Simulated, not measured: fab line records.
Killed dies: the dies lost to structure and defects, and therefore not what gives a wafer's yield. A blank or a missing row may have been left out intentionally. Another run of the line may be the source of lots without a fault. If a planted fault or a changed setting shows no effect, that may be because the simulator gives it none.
Chamber matching | flow n5 finfet | rie diel-05 running N5_SDB_DESCUM_16: 4 sister chambers
The step chemistry O2, time 7.9 s. 8 wafers are shown with their chamber, then 9 later ones without.

WAFERS, EACH WITH ITS CHAMBER
wafer  | chamber | drypump motor current A (A) | showerhead plenum p Torr (Torr)
L082.6 | 1       | 6.1                         | 2.18
L084.1 | 0       | 5.2                         | 2.15
L084.5 | 0       | 5.1                         | 2.15
L086.4 | 2       | 5.5                         | 1.91
L086.6 | 3       | 5.5                         | 2.02
L087.1 | 1       | 6.1                         | 2.17
L087.2 | 3       | 5.5                         | 2.02
L087.3 | 2       | 5.5                         | 1.91

WAFERS WITH NO CHAMBER GIVEN
wafer  | drypump motor current A (A) | showerhead plenum p Torr (Torr)
L092.2 | 6.2                         | 2.17
L092.4 | 5.5                         | 1.90
L092.6 | 5.6                         | 2.02
L095.3 | 6.1                         | 2.17
L095.5 | 5.5                         | 1.90
L095.6 | 6.1                         | 2.17
L097.2 | 5.1                         | 2.14
L097.4 | 5.4                         | 1.90
L097.5 | 6.1                         | 2.17

CHAMBER TAKEN BY EACH
wafer  | from the rows above | in truth
L092.2 | 1                   | 1
L092.4 | 2                   | 2
L092.6 | 3                   | 3
L095.3 | 1                   | 1
L095.5 | 2                   | 2
L095.6 | 1                   | 1
L097.2 | 0                   | 0
L097.4 | 2                   | 2
L097.5 | 1                   | 1
9 of 9 placed correctly. From these rows, 0 cannot be placed. 0 placed wrongly.
How it was worked out, from the rows above alone: a wafer's distance from a chamber is the root of the sum, over the readings, of the square of ((its reading less the chamber's mean) divided by the reading's scatter). If the next closest chamber is less than 2 further off than the closest, the wafer can't be placed; otherwise it belongs to the closest. For every chamber, the mean is computed from those of its wafers that are shown. How the scatter is found: for the shown wafers, subtract from each reading the mean of its chamber, square and add these, divide the total by (wafers less chambers), then take the root.
